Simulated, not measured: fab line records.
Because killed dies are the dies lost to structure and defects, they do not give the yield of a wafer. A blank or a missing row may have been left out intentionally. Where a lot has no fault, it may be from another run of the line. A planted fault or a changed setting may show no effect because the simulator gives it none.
Which tool did it? ; flow n5Finfet ; 9 lots with 27 wafers sampled at 7 steps, on a route of 1938 steps

WHAT THE GAUGES SHOWED, per wafer
N5_STI_FIN_REVEAL_CD_MEAS_22: target cd 6.238 nm, pitch 28 nm. Usual: 6.24 nm for cdNm, sd 0.23.
lot;measured;on;cdNm (nm);flag
L640;day 2 11:41;cdSem-02;5.87 5.87 5.84;
L641;day 2 19:54;cdSem-01;6.47 5.73 6.05;
L646;day 4 02:24;cdSem-03;6.09 5.84 5.69;
L647;day 4 07:41;cdSem-02;6.64 6.38 5.91;
L648;day 4 15:41;cdSem-03;6.36 6.75 6.06;
L653;day 5 20:41;cdSem-03;6.45 6.27 6.55;
L654;day 6 01:20;cdSem-02;6.33 6.19 6.23;
L658;day 7 02:59;cdSem-03;6.33 5.70 6.19;
L661;day 7 19:05;cdSem-02;6.31 6.47 6.17;

N5_STI_FIN_REVEAL_FIN_H_MEAS_10. Usual: 52.0 nm for trenchDepthNm, sd 0.64.
lot;measured;on;trenchDepthNm (nm);flag
L640;day 2 11:43;ocd-01;51.9 51.3 50.7;
L641;day 2 19:56;ocd-02;52.7 51.6 52.1;
L646;day 4 02:26;ocd-01;51.0 53.2 52.1;
L647;day 4 07:43;ocd-02;51.5 51.6 52.1;
L648;day 4 15:43;ocd-02;53.6 52.8 53.4;
L653;day 5 20:43;ocd-01;51.9 52.0 51.5;
L654;day 6 01:22;ocd-01;51.8 51.7 52.5;
L658;day 7 03:01;ocd-02;50.8 50.6 50.8;
L661;day 7 19:07;ocd-01;51.4 51.6 52.1;

N5_DUMMY_GATE_CD_MEAS_24: the cd target is 15 nm. Usual: 15.0 nm for cdNm, sd 0.31.
lot;measured;on;cdNm (nm);flag
L640;day 2 21:24;cdSem-01;14.8 15.1 14.8;
L641;day 3 05:31;cdSem-03;15.2 14.9 14.6;
L646;day 4 13:02;cdSem-03;- - -;OFF
L647;day 4 17:17;cdSem-03;- - -;OFF
L648;day 5 04:19;cdSem-02;- - -;OFF
L653;day 6 06:20;cdSem-02;15.2 14.4 15.0;
L654;day 6 11:06;cdSem-02;14.5 14.8 15.5;
L658;day 7 13:58;cdSem-02;15.2 15.4 15.8;
L661;day 8 06:47;cdSem-03;15.6 15.1 15.5;

N5_DUMMY_GATE_INSPECT_27: inspects for defects (brightfield). Usual: 297 for rawDefectCount, sd 66.
lot;measured;on;rawDefectCount;flag
L640;day 2 21:58;defectInspect-02;236 243 245;
L641;day 3 05:47;defectInspect-01;350 264 242;
L646;day 4 13:23;defectInspect-02;2534 2601 2697;OFF
L647;day 4 17:37;defectInspect-02;2683 2692 2776;OFF
L648;day 5 04:42;defectInspect-01;2579 2569 2688;OFF
L653;day 6 06:41;defectInspect-02;274 218 265;
L654;day 6 11:23;defectInspect-02;268 309 221;
L658;day 7 14:20;defectInspect-01;278 221 332;
L661;day 8 07:13;defectInspect-01;284 308 447;

N5_BEOL_M4_RC_MEAS_101. Usual: DIBL_N 36.3 mV/V, standard deviation 1.2; DIBL_P 36.7 mV/V, standard deviation 1.5; IOFF_N 0.164 nA/um, standard deviation 0.02; IOFF_P 0.214 nA/um, standard deviation 0.024; ION_N 673 uA/um, standard deviation 8.5; ION_P 461 uA/um, standard deviation 5.9; SS_N 71.6 mV/dec, standard deviation 0.44; SS_P 73.3 mV/dec, standard deviation 0.55; VT_N 249.4 mV, standard deviation 2.4; VT_P -250.0 mV, standard deviation 2.3.
lot;measured;on;DIBL_N (mV/V);DIBL_P (mV/V);IOFF_N (nA/um);IOFF_P (nA/um);ION_N (uA/um);ION_P (uA/um);SS_N (mV/dec);SS_P (mV/dec);VT_N (mV);VT_P (mV);flag
L640;day 7 14:05;prober-01;36.3 35.6 36.4;35.8 34.9 35.2;0.162 0.149 0.160;0.194 0.182 0.188;674 654 655;458 449 453;71.9 71.7 71.4;73.4 73.3 74.0;249.4 250.6 249.2;-251.8 -255.3 -251.0;
L641;day 8 04:02;prober-02;36.6 36.5 37.0;35.3 34.2 35.8;0.157 0.150 0.172;0.211 0.201 0.227;666 667 672;463 459 464;71.3 72.1 71.7;72.8 73.1 73.0;249.4 252.6 248.8;-248.3 -251.7 -248.0;
L653;day 11 14:11;prober-02;36.5 37.9 38.2;37.6 39.0 39.6;0.160 0.177 0.188;0.190 0.217 0.213;662 671 659;452 462 452;71.1 71.5 72.3;73.3 73.3 73.2;250.8 249.7 244.9;-252.2 -253.4 -249.8;
L654;day 11 14:03;prober-01;37.2 36.6 36.7;36.8 36.3 36.4;0.174 0.165 0.160;0.223 0.218 0.224;675 671 678;460 460 467;72.2 71.4 72.6;73.9 73.3 73.4;251.4 248.3 253.3;-249.7 -249.7 -249.6;
L658;day 12 16:58;prober-01;33.7 32.4 34.8;35.5 33.5 36.5;0.131 0.114 0.151;0.181 0.160 0.200;664 662 660;458 455 454;71.2 71.1 70.9;72.7 72.2 73.3;252.4 254.5 249.7;-252.3 -253.9 -249.8;
L661;day 13 12:11;prober-01;36.0 37.5 36.9;36.4 38.9 38.2;0.163 0.194 0.180;0.219 0.256 0.244;675 671 674;461 460 465;71.3 71.9 71.4;73.2 73.7 73.9;246.9 245.0 247.3;-248.3 -248.7 -248.9;

TOOL THAT RAN EACH LOT (tool first, then ch and the chambers of the sampled wafers, then the start)
lot;N5_STI_FIN_REVEAL_ETCHBACK_08;N5_DUMMY_GATE_PECVD_30
L640;rieDiel-01 ch 0,2, day 2 08:45;pecvd-03 ch 0,1,2, day 2 19:58
L641;rieDiel-04 ch 0,2,3, day 2 16:58;pecvd-03 ch 0,1,2, day 3 04:10
L646;rieDiel-01 ch 0,2,3, day 3 23:27;pecvd-03 ch 0,1, day 4 10:40
L647;rieDiel-03 ch 0,3, day 4 04:45;pecvd-04 ch 0,1,2, day 4 15:58
L648;rieDiel-01 ch 2,3, day 4 12:41;pecvd-03 ch 0,2, day 5 02:49
L653;rieDiel-03 ch 0,2,3, day 5 17:46;pecvd-04 ch 0,1,2, day 6 04:59
L654;rieDiel-01 ch 1,2, day 5 22:24;pecvd-03 ch 1,2, day 6 09:38
L658;rieDiel-04 ch 0,2,3, day 6 23:49;pecvd-03 ch 0,1, day 7 12:39
L661;rieDiel-03 ch 1,2,3, day 7 16:10;pecvd-03 ch 0,1, day 8 05:19
- N5_STI_FIN_REVEAL_ETCHBACK_08: etches SiO2 in C4F6/O2, target depth 30.5 nm, time 10.167 s.
- N5_DUMMY_GATE_PECVD_30: deposits SiO2 from TEOS/O2, target thk 55 nm, time 10.8 s.

WHAT THE TOOLS THEMSELVES READ (means of the sampled wafers that have a number; where no wafer has one, the mark that the record gives instead)
N5_STI_FIN_REVEAL_ETCHBACK_08. Usual: C4F6_flow_sccm 10.00 sccm, standard deviation 0.031; drypumpMotorCurrentA 6.0 A, standard deviation 0.39; oesProductAu 0.76 a.u., standard deviation 0.073; rfVppV 666 V, standard deviation 6.5; showerheadPlenumPTorr 2.86 Torr, standard deviation 0.068; throttleValvePct 21.25 %, standard deviation 0.16.
lot;tool;C4F6_flow_sccm (sccm);drypumpMotorCurrentA (A);oesProductAu (a.u.);rfVppV (V);showerheadPlenumPTorr (Torr);throttleValvePct (%);flag
L640;rieDiel-01;10.01;6.2;0.71;669;2.76;21.37;
L641;rieDiel-04;10.04;5.6;0.74;660;2.83;21.23;
L646;rieDiel-01;10.02;6.2;0.80;667;2.83;21.28;
L647;rieDiel-03;9.99;5.7;0.72;663;2.90;21.09;
L648;rieDiel-01;10.02;6.0;0.83;667;2.89;21.09;
L653;rieDiel-03;10.02;5.8;0.71;666;2.86;21.16;
L654;rieDiel-01;10.01;6.1;0.76;668;2.86;21.16;
L658;rieDiel-04;10.01;5.5;0.71;659;2.82;21.26;
L661;rieDiel-03;10.00;6.0;0.70;669;2.81;21.30;

N5_DUMMY_GATE_PECVD_30. Usual: 6.501 Torr for chamberPressureTorr, sd 0.014.
lot;tool;chamberPressureTorr (Torr);flag
L640;pecvd-03;6.497;
L641;pecvd-03;6.508;
L646;pecvd-03;-;OFF
L647;pecvd-04;-;OFF
L648;pecvd-03;-;OFF
L653;pecvd-04;6.501;
L654;pecvd-03;6.521;
L658;pecvd-03;6.499;
L661;pecvd-03;6.514;

THE ANSWER, worked out from the rows above alone
Rule: take the mean of a lot's wafers that have a number; if it is more than 3 standard deviations from the usual mean, the lot is off. A lot without any number at a reading at which 4 lots or more have one is off too. Any other lot the step has rows for is counted as sound. The gauges are gone through in route order, then the tools' own readings, and for those a lot's mean is taken as printed above. At the first step where some lot is off, the reading lying furthest off is the one used; lots without a number count as furthest.
Off, at N5_DUMMY_GATE_CD_MEAS_24 on cdNm: L646, L647, L648. Without a number there: L646, L647, L648.
If a tool, at a process step before that reading, ran all the lots that are off and no sound lot after the first of them, it fits. Not tried: the gauges at N5_DUMMY_GATE_CD_MEAS_24; whatever is off there is also off at N5_DUMMY_GATE_INSPECT_27, on other tools, and gauge error can't account for it. None of those tried fits.

WHAT THE SIMULATOR HAD PUT IN
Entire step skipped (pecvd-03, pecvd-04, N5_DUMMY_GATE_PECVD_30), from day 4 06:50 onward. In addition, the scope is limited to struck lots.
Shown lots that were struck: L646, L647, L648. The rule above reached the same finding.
